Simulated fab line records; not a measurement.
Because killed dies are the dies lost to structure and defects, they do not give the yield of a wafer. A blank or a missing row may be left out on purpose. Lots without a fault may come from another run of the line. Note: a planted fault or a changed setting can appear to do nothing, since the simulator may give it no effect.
Split-lot study ; flow n5-finfet ; route with 1938 steps; 7 lots, 21 wafers read

== SPLIT DETAILS ==
At N5_BEOL_M5_COAT_22 (resist thk 30 nm), the setting spin-rpm was moved away from the recipe's 1500 rpm on 6 of the 21 wafers read, by -8.3% to -3.7%. The other wafers ran this setting at the recipe's value.

== FROM THE SPLIT TO THE READING: what the file shows between them, 6 steps ==
- N5_BEOL_M5_EBR_24
- N5_BEOL_M5_SOFTBAKE_23: time 60 s
- N5_BEOL_M5_EXPOSE_25: exposes mask V4, defocus 10 nm
- N5_BEOL_M5_PEB_26: peb time 60 s
- N5_BEOL_M5_DEVELOP_27: develop time 30 s
- N5_BEOL_M5_DESCUM_33: chemistry O2, time 7 s

== THE READING ==
CAR-EUV_of_BEOL_M5_COAT_22.thk-nm (the simulator's own value, which no gauge read), in nm, at N5_BEOL_M5_ETCH_75 (etches underlayer in N2/H2, target depth 6.5 nm, time 5.2 s). The file gives no usual value for it. The 15 wafers here that ran the recipe average 20.3 nm, standard deviation 0.14 nm.

wafer;tool, chamber at the split;spin-rpm as run, rpm;against the recipe;CAR-EUV_of_BEOL_M5_COAT_22.thk-nm, nm;against lot-mates on the recipe
L080.1;litho-track-04, 0;1444;-3.7%;20.8;+0.4
L080.3;litho-track-04, 0;1500;recipe;20.4;-
L080.6;litho-track-04, 0;1500;recipe;20.4;-
L082.2;litho-track-03, 0;1375;-8.3%;21.6;+1.2
L082.4;litho-track-03, 0;1375;-8.3%;21.6;+1.2
L082.6;litho-track-03, 0;1500;recipe;20.4;-
L083.2;litho-track-05, 0;1500;recipe;20.2;-
L083.3;litho-track-05, 0;1500;recipe;20.2;-
L083.5;litho-track-05, 0;1500;recipe;20;-
L084.3;litho-track-04, 0;1500;recipe;20.4;-
L084.4;litho-track-04, 0;1500;recipe;20.4;-
L084.5;litho-track-04, 0;1500;recipe;20.4;-
L088.1;litho-track-05, 0;1421;-5.3%;21.4;+0.8
L088.3;litho-track-05, 0;1421;-5.3%;21;+0.4
L088.5;litho-track-05, 0;1500;recipe;20.6;-
L097.1;litho-track-05, 0;1500;recipe;20.2;-
L097.4;litho-track-05, 0;1500;recipe;20.2;-
L097.6;litho-track-05, 0;1416;-5.6%;21;+0.8
L096.1;litho-track-04, 0;1500;recipe;20.4;-
L096.2;litho-track-04, 0;1500;recipe;20.2;-
L096.5;litho-track-04, 0;1500;recipe;20.2;-

FIT RESULTS
A straight line over all 21 wafers: CAR-EUV_of_BEOL_M5_COAT_22.thk-nm changes by -0.153 nm for each +1% of spin-rpm; r = -0.95; the points scatter about the line by 0.15 nm.
The same after taking each lot's own level away (the mean of its wafers on the recipe; 21 wafers): -0.136 nm for each +1%; r = -0.97; scatter 0.098 nm.
The reading moves by 1.1 nm for the largest change in spin-rpm, on that fit.
From 20.13 to 20.60 nm: that is the span of the lots' own levels, equal to 3.2 times the standard deviation above.
So the slope is not independent of the lot-to-lot level: the two fits are not the same.
Check: with one of the wafers moved furthest among these (-8.3%) left out of the fit, the line predicts +1.09 nm for it against its lot-mates. It came out at +1.2 nm against them.

== THE WHOLE CHAIN: every reading that the file lists as answering this split, in the file's order ==
step;what it does;reading;change (the file's fit);r (the file's)
N5_BEOL_M5_COAT_22;resist thk 30 nm;CAR-EUV_of_BEOL_M5_COAT_22.thk-nm (the simulator's own value, which no gauge read);-0.143 nm for each +1% of the setting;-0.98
N5_BEOL_M5_DEVELOP_27;develop time 30 s;CAR-EUV_of_BEOL_M5_COAT_22.thk-nm (the simulator's own value, which no gauge read);-0.159 nm for each +1% of the setting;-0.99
N5_BEOL_M5_ETCH_75;etches underlayer in N2/H2, target depth 6.5 nm, time 5.2 s;CAR-EUV_of_BEOL_M5_COAT_22.thk-nm (the simulator's own value, which no gauge read);-0.134 nm for each +1% of the setting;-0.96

== THE FILE'S OWN FIT ==
CAR-EUV_of_BEOL_M5_COAT_22.thk-nm changes by -0.134 nm for each +1% of spin-rpm, r = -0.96.
